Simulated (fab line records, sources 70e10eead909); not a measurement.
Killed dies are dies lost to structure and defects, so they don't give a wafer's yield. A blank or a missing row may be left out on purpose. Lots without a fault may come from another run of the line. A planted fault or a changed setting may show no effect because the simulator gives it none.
Which tool did it? | flow nand_harc | 11 lots, 33 wafers sampled, at 6 steps of a route of 1159

WHAT THE GAUGES READ, wafer by wafer
NHARC_P_GATE_CD_MEAS_46: target cd 720 nm.
lot  | measured     | on        | cd_nm (nm)
L994 | day 5 23:51  | cd_sem-01 | 655.0 654.9 654.3
L104 | day 8 12:19  | cd_sem-01 | 719.6 718.9 723.7
L105 | day 8 13:11  | cd_sem-01 | 719.9 720.9 721.1
L106 | day 8 18:40  | cd_sem-02 | 722.1 722.0 722.5
L107 | day 9 00:26  | cd_sem-02 | 718.3 719.9 718.4
L108 | day 9 08:13  | cd_sem-01 | 720.7 720.9 721.8
L109 | day 9 13:42  | cd_sem-02 | 722.4 722.4 719.6
L111 | day 9 18:29  | cd_sem-02 | 719.5 720.2 717.9
L110 | day 9 19:37  | cd_sem-01 | 718.7 719.7 717.4
L113 | day 10 11:58 | cd_sem-03 | 724.8 722.3 721.9
L115 | day 10 19:07 | cd_sem-02 | 722.2 721.0 721.4

NHARC_END_SORT_01.
lot  | measured     | on        | killed_at_array | killed_at_other | killed_at_periphery | killed_dies | killed_open | killed_short
L994 | day 19 12:20 | prober-01 | 27 26 16        | 5 1 6           | 3 7 5               | 35 34 27    | 4 4 3       | 3 1 0

WHICH TOOL RAN EACH LOT (tool, then ch and the chambers of the sampled wafers, then the start)
lot  | NHARC_P_GATE_EXPOSE_43            | NHARC_P_GATE_STRIP_75                | NHARC_P_GATE_DESCUM_61             | NHARC_P_GATE_STRIP_112
L994 | krf_scanner-02 ch 0, day 5 23:41  | plasma_asher-02 ch 0,1, day 6 00:41  | rie_diel-08 ch 1,2,3, day 6 01:49  | plasma_asher-02 ch 0,1, day 6 02:11
L104 | krf_scanner-02 ch 0, day 8 12:10  | plasma_asher-01 ch 0,1, day 8 13:11  | rie_diel-08 ch 0,2, day 8 14:16    | plasma_asher-01 ch 0,1, day 8 14:40
L105 | krf_scanner-03 ch 0, day 8 13:01  | plasma_asher-01 ch 0,1, day 8 14:02  | rie_diel-04 ch 2,3, day 8 15:06    | plasma_asher-01 ch 0,1, day 8 15:31
L106 | krf_scanner-02 ch 0, day 8 18:31  | plasma_asher-01 ch 0,1, day 8 20:04  | rie_diel-08 ch 1,2,3, day 8 21:09  | plasma_asher-01 ch 0,1, day 8 21:35
L107 | krf_scanner-04 ch 0, day 9 00:17  | plasma_asher-02 ch 0,1, day 9 01:16  | rie_diel-02 ch 0,1,2, day 9 02:25  | plasma_asher-02 ch 0,1, day 9 02:50
L108 | krf_scanner-04 ch 0, day 9 08:04  | plasma_asher-02 ch 0,1, day 9 09:03  | rie_diel-02 ch 0,1, day 9 10:02    | plasma_asher-01 ch 0,1, day 9 10:23
L109 | krf_scanner-04 ch 0, day 9 13:33  | plasma_asher-01 ch 0,1, day 9 14:34  | rie_diel-04 ch 0,2,3, day 9 15:32  | plasma_asher-01 ch 0,1, day 9 15:54
L111 | krf_scanner-03 ch 0, day 9 18:20  | plasma_asher-01 ch 0,1, day 9 19:20  | rie_diel-08 ch 1,2, day 9 20:24    | plasma_asher-01 ch 0,1, day 9 20:52
L110 | krf_scanner-03 ch 0, day 9 19:28  | plasma_asher-01 ch 0,1, day 9 20:31  | rie_diel-08 ch 0,1,2, day 9 21:30  | plasma_asher-01 ch 0,1, day 9 21:50
L113 | krf_scanner-02 ch 0, day 10 11:49 | plasma_asher-01 ch 0,1, day 10 12:48 | rie_diel-08 ch 0,2,3, day 10 13:54 | plasma_asher-02 ch 0,1, day 10 14:16
L115 | krf_scanner-03 ch 0, day 10 18:57 | plasma_asher-01 ch 0,1, day 10 20:09 | rie_diel-02 ch 1,2,3, day 10 21:16 | plasma_asher-02 ch 0,1, day 10 21:39
- NHARC_P_GATE_EXPOSE_43: exposes mask P NSD, target cd 720 nm.
- NHARC_P_GATE_STRIP_75: strips in O2.
- NHARC_P_GATE_DESCUM_61: chemistry O2, time 3 s.
- NHARC_P_GATE_STRIP_112: strips in N2/H2, time 200 s.

WHAT THE TOOLS THEMSELVES READ (means of the sampled wafers that have a number; where no wafer has one, the mark that the record gives instead)
NHARC_P_GATE_EXPOSE_43.
lot  | tool           | focus_offset_nm (nm) | stage_vel_mm_s (mm/s)
L994 | krf_scanner-02 | -0.2                 | 500.01
L104 | krf_scanner-02 | 0.5                  | 499.99
L105 | krf_scanner-03 | 0.4                  | 500.07
L106 | krf_scanner-02 | -0.3                 | 499.92
L107 | krf_scanner-04 | 0.6                  | 499.70
L108 | krf_scanner-04 | -0.4                 | 499.98
L109 | krf_scanner-04 | -0.7                 | 500.08
L111 | krf_scanner-03 | 0.6                  | 499.72
L110 | krf_scanner-03 | 0.2                  | 500.12
L113 | krf_scanner-02 | -0.5                 | 499.61
L115 | krf_scanner-03 | 0.1                  | 499.94

NHARC_P_GATE_STRIP_75.
lot  | tool            | drypump_motor_current_A (A) | heater_power_w (W) | temp_c (C)
L994 | plasma_asher-02 | 5.93                        | 272                | 250.08
L104 | plasma_asher-01 | 5.60                        | 356                | 250.10
L105 | plasma_asher-01 | 5.57                        | 354                | 250.14
L106 | plasma_asher-01 | 5.55                        | 354                | 250.17
L107 | plasma_asher-02 | 5.91                        | 279                | 250.00
L108 | plasma_asher-02 | 5.90                        | 301                | 250.22
L109 | plasma_asher-01 | 5.48                        | 340                | 249.98
L111 | plasma_asher-01 | 5.47                        | 345                | 249.98
L110 | plasma_asher-01 | 5.46                        | 340                | 250.00
L113 | plasma_asher-01 | 5.60                        | 349                | 249.98
L115 | plasma_asher-01 | 5.56                        | 345                | 250.17

NHARC_P_GATE_DESCUM_61.
lot  | tool        | drypump_motor_current_A (A) | oes_product_au (a.u.) | rf_vpp_V (V) | showerhead_plenum_p_Torr (Torr) | throttle_valve_pct (%)
L994 | rie_diel-08 | 5.8                         | 0.997                 | 57.8         | 2.03                            | 11.311
L104 | rie_diel-08 | 5.3                         | 1.021                 | 58.1         | 1.94                            | 11.318
L105 | rie_diel-04 | 6.1                         | 0.998                 | 58.2         | 1.93                            | 11.319
L106 | rie_diel-08 | 5.8                         | 0.998                 | 57.9         | 2.02                            | 11.301
L107 | rie_diel-02 | 5.7                         | 0.993                 | 56.9         | 1.94                            | 11.313
L108 | rie_diel-02 | 5.5                         | 0.996                 | 57.8         | 1.95                            | 11.313
L109 | rie_diel-04 | 5.8                         | 1.004                 | 57.4         | 1.93                            | 11.312
L111 | rie_diel-08 | 5.6                         | 0.996                 | 57.6         | 2.03                            | 11.308
L110 | rie_diel-08 | 5.5                         | 0.999                 | 58.8         | 1.98                            | 11.310
L113 | rie_diel-08 | 5.6                         | 1.003                 | 58.6         | 1.97                            | 11.312
L115 | rie_diel-02 | 5.6                         | 0.999                 | 58.3         | 1.95                            | 11.308

NHARC_P_GATE_STRIP_112.
lot  | tool            | drypump_motor_current_A (A) | heater_power_w (W) | temp_c (C)
L994 | plasma_asher-02 | 5.91                        | 81                 | 109.96
L104 | plasma_asher-01 | 5.49                        | 91                 | 110.14
L105 | plasma_asher-01 | 5.56                        | 95                 | 109.93
L106 | plasma_asher-01 | 5.60                        | 95                 | 110.19
L107 | plasma_asher-02 | 5.92                        | 75                 | 109.94
L108 | plasma_asher-01 | 5.49                        | 90                 | 109.93
L109 | plasma_asher-01 | 5.50                        | 90                 | 110.05
L111 | plasma_asher-01 | 5.58                        | 92                 | 109.94
L110 | plasma_asher-01 | 5.48                        | 91                 | 109.97
L113 | plasma_asher-02 | 5.92                        | 76                 | 109.86
L115 | plasma_asher-02 | 5.93                        | 75                 | 109.94

THE ANSWER, worked out from the rows above alone
Rule: what is usual is taken from the lots themselves. Put in order of their means at a reading, lots are off if they are a third of the lots or fewer, leave a main group of 4 or more, and stand apart from it by a gap of 3 or more times the standard deviation of the main group's means; of several such gaps the widest counts. A main group whose means are all the same, to the digits that the tables above print for the reading, isn't used. A lot without any number at a reading at which 4 lots or more have one is off too. The other lots that the step has rows for count as sound. The gauges are gone through in route order, then the tools' own readings, and for those a lot's mean is taken as printed above. The first step at which some lot is off is used, and at that step the reading that is off furthest; a lot without a number counts as furthest.
Off: L994, at NHARC_P_GATE_CD_MEAS_46 (cd_nm). The main group: mean 720.7 nm, standard deviation 1.4.
A tool fits if, at a process step before that reading, it ran every lot that is off, and no sound lot after the first of them. The gauges at NHARC_P_GATE_CD_MEAS_46 aren't tried: what is off there is off at NHARC_P_GATE_STRIP_75 too, on other tools, and a gauge's error can't cause that. None of those tried fits.

WHAT THE SIMULATOR HAD PUT IN
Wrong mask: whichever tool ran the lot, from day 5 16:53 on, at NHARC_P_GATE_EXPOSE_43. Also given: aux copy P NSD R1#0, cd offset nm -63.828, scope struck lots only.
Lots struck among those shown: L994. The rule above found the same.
